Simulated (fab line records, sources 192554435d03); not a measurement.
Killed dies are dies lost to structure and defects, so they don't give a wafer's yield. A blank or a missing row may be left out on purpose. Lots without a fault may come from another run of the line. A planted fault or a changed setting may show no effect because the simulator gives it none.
Split-lot experiment | flow n5_finfet | 7 lots, 21 wafers read, on a route of 1938 steps

THE SPLIT
At N5_DUMMY_GATE_ETCH_42 (etches SiO2 in CHF3/O2, target depth 3.5 nm, time 31 s), the setting bias_w was moved away from the recipe's 12 W on 10 of the 21 wafers read, by -8.6% to +17.3%. The other wafers ran this setting at the recipe's value.

The reading is taken at the split's own step.

THE READING
rf_vpp_V, in V, at N5_DUMMY_GATE_ETCH_42 (etches SiO2 in CHF3/O2, target depth 3.5 nm, time 31 s). Fault-free wafers of this fab line usually give 42.4 V, standard deviation 1.3 V.

wafer  | tool, chamber at the split | bias_w as run, W | against the recipe | rf_vpp_V, V | against lot-mates on the recipe
L074.1 | rie_diel-01, 2             | 12               | recipe             | 42.7        | -
L074.4 | rie_diel-01, 0             | 12               | recipe             | 45.8        | -
L074.6 | rie_diel-01, 0             | 12               | recipe             | 43.8        | -
L079.1 | rie_diel-01, 0             | 12               | recipe             | 43.3        | -
L079.2 | rie_diel-01, 3             | 10.97            | -8.6%              | 37.8        | -5.5
L079.3 | rie_diel-01, 3             | 10.97            | -8.6%              | 37.7        | -5.6
L080.1 | rie_diel-01, 3             | 13.8             | +15.0%             | 46.3        | +4.5
L080.2 | rie_diel-01, 0             | 13.8             | +15.0%             | 47.0        | +5.2
L080.3 | rie_diel-01, 3             | 12               | recipe             | 41.8        | -
L082.2 | rie_diel-01, 3             | 12               | recipe             | 42.2        | -
L082.3 | rie_diel-01, 1             | 14.07            | +17.3%             | 46.6        | +4.4
L082.5 | rie_diel-01, 0             | 14.07            | +17.3%             | 48.4        | +6.2
L085.1 | rie_diel-01, 0             | 13.44            | +12.0%             | 45.9        | +4.6
L085.3 | rie_diel-01, 1             | 13.44            | +12.0%             | 45.8        | +4.5
L085.4 | rie_diel-01, 3             | 12               | recipe             | 41.3        | -
L086.1 | rie_diel-03, 1             | 12               | recipe             | 43.6        | -
L086.5 | rie_diel-03, 2             | 11.16            | -7.0%              | 39.3        | -4.3
L086.6 | rie_diel-03, 3             | 11.16            | -7.0%              | 40.5        | -3.1
L089.4 | rie_diel-01, 1             | 12               | recipe             | 42.9        | -
L089.5 | rie_diel-01, 1             | 12               | recipe             | 42.0        | -
L089.6 | rie_diel-01, 0             | 12               | recipe             | 43.2        | -

THE FIT
A straight line over all 21 wafers: rf_vpp_V changes by +0.319 V for each +1% of bias_w; r = +0.91; the points scatter about the line by 1.3 V.
The same after taking each lot's own level away (the mean of its wafers on the recipe; 21 wafers): +0.39 V for each +1%; r = +0.96; scatter 1 V.
On that fit, the largest move of bias_w shifts the reading by 6.7 V.
The lots' own levels span 41.30 to 44.10 V, that is 2.2 times the standard deviation above.
So the lot-to-lot level changes the slope: the two fits differ.
Check: with one of the wafers moved furthest among these (+17.3%) left out of the fit, the line predicts +6.62 V for it against its lot-mates. It came out at +4.4 V against them.
Tool readings at the split's step, against how far the setting was moved: rf_vpp_V r = +0.91.

OTHER SPLITS ON THESE WAFERS
These wafers also went through other splits before the reading. Each is held against what the fit with the lots' levels taken away leaves over:
other split on the same wafers | wafers away from the commonest value | r with rf_vpp_V (lot level and that fit taken away)
N5_WELL_APT_COAT_02 spin_rpm   | 7                                    | +0.15
N5_FIN_SAQP_HM_DEP_03 time_s   | 11                                   | +0.31
N5_FIN_SAQP_EXPOSE_13 dose_mj  | 10                                   | -0.18
N5_FIN_CUT_EXPOSE_05 dose_mj   | 9                                    | -0.09

THE FILE'S OWN FIT
rf_vpp_V changes by +0.371 V for each +1% of bias_w, r = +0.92.
